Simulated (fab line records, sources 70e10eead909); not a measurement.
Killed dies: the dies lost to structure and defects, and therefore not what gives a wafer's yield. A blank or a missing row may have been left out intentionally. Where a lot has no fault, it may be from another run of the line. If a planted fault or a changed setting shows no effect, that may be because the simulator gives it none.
Chamber matching    flow nand-harc    4 sister chambers for NHARC_A_STAIRCASE_DESCUM_443 on rie-diel-07
The step chemistry O2, time 3 s. 22 wafers are shown with their chamber, then 11 later ones without.

== WAFERS, EACH WITH ITS CHAMBER ==
wafer   chamber  drypump-motor-current-A (A)  showerhead-plenum-p-Torr (Torr)  rf-vpp-V (V)
L074.1  0        5.6                          1.99                             58.1
L074.2  3        4.9                          1.90                             58.1
L074.5  1        6.2                          1.96                             57.3
L076.1  1        6.2                          1.96                             57.3
L076.3  2        6.2                          1.86                             56.1
L076.6  3        5.0                          1.89                             58.1
L079.3  3        4.9                          1.89                             57.1
L079.4  2        6.2                          1.86                             57.1
L079.6  0        5.5                          1.99                             58.0
L081.2  3        5.0                          1.89                             57.3
L081.4  0        5.5                          1.99                             58.4
L081.5  0        5.5                          1.99                             59.3
L083.2  2        6.2                          1.86                             58.7
L083.3  3        5.0                          1.89                             57.7
L083.5  2        6.2                          1.86                             56.4
L085.1  2        6.2                          1.85                             58.8
L085.3  3        5.0                          1.89                             58.1
L085.6  1        6.3                          1.95                             58.6
L087.1  3        5.0                          1.88                             58.4
L087.2  1        6.3                          1.95                             58.4
L087.6  3        5.0                          1.88                             57.5
L089.2  1        6.3                          1.94                             58.9

SIGNATURES (averages over the wafers above)
reading                   chamber 0  chamber 1  chamber 2  chamber 3  scatter within a chamber
drypump-motor-current-A   5.525      6.260      6.200      4.975      0.0438
showerhead-plenum-p-Torr  1.9900     1.9520     1.8580     1.8887     0.006
rf-vpp-V                  58.450     58.100     57.420     57.788     0.789
Rule: for a wafer and a chamber, the distance is found by dividing, reading by reading, the gap between the wafer's reading and the chamber's mean by the reading's scatter, squaring, summing and taking the root. The wafer belongs to the nearest chamber; if the next one is less than 2 further off, it can't be placed. The scatter: take each reading less its chamber's mean, square it, sum over the shown wafers, divide by the number of wafers less the number of chambers, and take the root.

== WAFERS WITH NO CHAMBER GIVEN ==
wafer   drypump-motor-current-A (A)  showerhead-plenum-p-Torr (Torr)  rf-vpp-V (V)
L089.4  5.0                          1.88                             57.6
L089.5  5.5                          1.98                             59.8
L090.1  6.2                          1.85                             56.6
L090.2  5.5                          1.98                             57.6
L090.3  6.2                          1.94                             59.0
L093.3  6.3                          1.94                             57.8
L093.5  6.2                          1.85                             56.7
L093.6  6.2                          1.94                             58.1
L097.1  6.2                          1.84                             56.6
L097.3  5.0                          1.88                             58.4
L097.4  6.3                          1.94                             56.9

== THE CHAMBER EACH PASSED THROUGH ==
wafer   from the rows above  in truth
L089.4  3                    3
L089.5  0                    0
L090.1  2                    2
L090.2  0                    0
L090.3  1                    1
L093.3  1                    1
L093.5  2                    2
L093.6  1                    1
L097.1  2                    2
L097.3  3                    3
L097.4  1                    1
Correctly placed: 11 of 11. Can't be placed from these rows: 0. Wrongly placed: 0.
